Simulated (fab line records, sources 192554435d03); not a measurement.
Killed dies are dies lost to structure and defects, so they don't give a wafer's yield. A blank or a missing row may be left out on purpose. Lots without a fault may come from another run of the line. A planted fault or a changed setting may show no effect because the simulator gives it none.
One fault seen from 2 desks | flow n5_finfet | each desk has only its own numbers; what lay behind them comes last

THE TOOL OWNER'S DESK: implanter-01
The tool's own readings at N5_WELL_APT_IMPLANT_32: means of the sampled wafers that have a number, for each lot that ran on this tool. A lot is out of limits, marked OUT, if its mean lies more than 4 standard deviations from the usual mean; the brackets give that distance.
Columns: A = dose_ions_cm2 at N5_WELL_APT_IMPLANT_32, usual 1.9997e+13; B = faraday_current_uA at N5_WELL_APT_IMPLANT_32, usual 254
lot  | first seen here | A                            | B
L720 | day 2 15:41     | 1.9986e+13                   | 254
L725 | day 3 22:15     | 1.9980e+13                   | 256
L726 | day 4 03:29     | 2.8029e+13 (+99 or more) OUT | 351 (+19) OUT
L728 | day 4 15:29     | 2.8005e+13 (+99 or more) OUT | 358 (+21) OUT
L730 | day 5 03:40     | 2.8028e+13 (+99 or more) OUT | 356 (+20) OUT
This desk's finding: out of limits on L726, L728, L730; first on L726, day 4 03:29 (dose_ions_cm2 at N5_WELL_APT_IMPLANT_32). In limits: L720, L725.

THE METROLOGY DESK
What the gauges read, lot by lot, whatever tool the lot ran on: means of the sampled wafers that have a number. A lot is out of limits, marked OUT, if its mean lies more than 4 standard deviations from the usual mean; the brackets give that distance. Of its 14 readings 7 are shown: the one that was out of limits first, and those that lie furthest out on some lot.
Columns: A = CJ_N at N5_BEOL_M4_RC_MEAS_101, usual 4.36; B = DIBL_N at N5_BEOL_M4_RC_MEAS_101, usual 36.2 mV/V; C = DIBL_P at N5_BEOL_M4_RC_MEAS_101, usual 36.3 mV/V; D = IOFF_N_LONG at N5_BEOL_M4_RC_MEAS_101, usual 5.54e-05 nA/um; E = ION_N at N5_BEOL_M4_RC_MEAS_101, usual 677 uA/um; F = RS_PWELL at N5_BEOL_M4_RC_MEAS_101, usual 3012 ohm/sq; G = SS_N at N5_BEOL_M4_RC_MEAS_101, usual 71.4 mV/dec
lot  | first seen here | A               | B    | C    | D                   | E   | F    | G
L718 | day 2 09:10     | 4.30            | 35.7 | 36.3 | 5.94e-05            | 684 | 3032 | 70.9
L719 | day 2 16:52     | 4.39            | 34.4 | 34.7 | 5.45e-05            | 672 | 3018 | 70.5
L720 | day 2 22:41     | 4.37            | 36.7 | 37.3 | 5.43e-05            | 672 | 3022 | 71.2
L725 | day 4 04:06     | 4.37            | 36.1 | 36.9 | 5.71e-05            | 679 | 2978 | 71.5
L726 | day 4 09:56     | 5.06 (+8.1) OUT | 35.8 | 35.6 | 6.69e-05 (+4.8) OUT | 676 | 2934 | 71.1
L727 | day 4 15:22     | 4.43            | 36.4 | 36.3 | 5.78e-05            | 681 | 3017 | 71.6
L728 | day 4 22:43     | 5.24 (+10) OUT  | 36.0 | 36.4 | 6.32e-05            | 667 | 2956 | 71.7
L730 | day 5 10:51     | 5.18 (+9.5) OUT | 35.1 | 37.1 | 6.16e-05            | 674 | 2943 | 71.2
L737 | day 7 03:45     | 4.38            | 37.4 | 36.6 | 5.47e-05            | 672 | 3046 | 71.5
L738 | day 7 09:44     | 4.31            | 37.0 | 36.7 | 5.77e-05            | 681 | 2982 | 71.4
This desk's finding: out of limits on L726, L728, L730; first on L726, day 11 05:05 (CJ_N at N5_BEOL_M4_RC_MEAS_101). In limits: L718, L719, L720, L725, L727, L737, L738.

PUT TOGETHER
The tool owner's desk could have raised an alarm at day 4 03:29, on L726, L728, L730.
The metrology desk could have raised an alarm at day 11 05:05, on L726, L728, L730.
Of the lots named, all ran N5_WELL_APT_IMPLANT_32 on implanter-01.

WHAT THE SIMULATOR HAD PUT IN
Process parameter drift: implanter-01, from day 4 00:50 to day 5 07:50, at N5_WELL_APT_IMPLANT_32. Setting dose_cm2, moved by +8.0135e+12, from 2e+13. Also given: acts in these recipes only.
Lots struck among those shown: L726, L728, L730.
Hours from the fault's start to each desk's first reading out of limits: the tool owner's desk, 3; the metrology desk, 172.
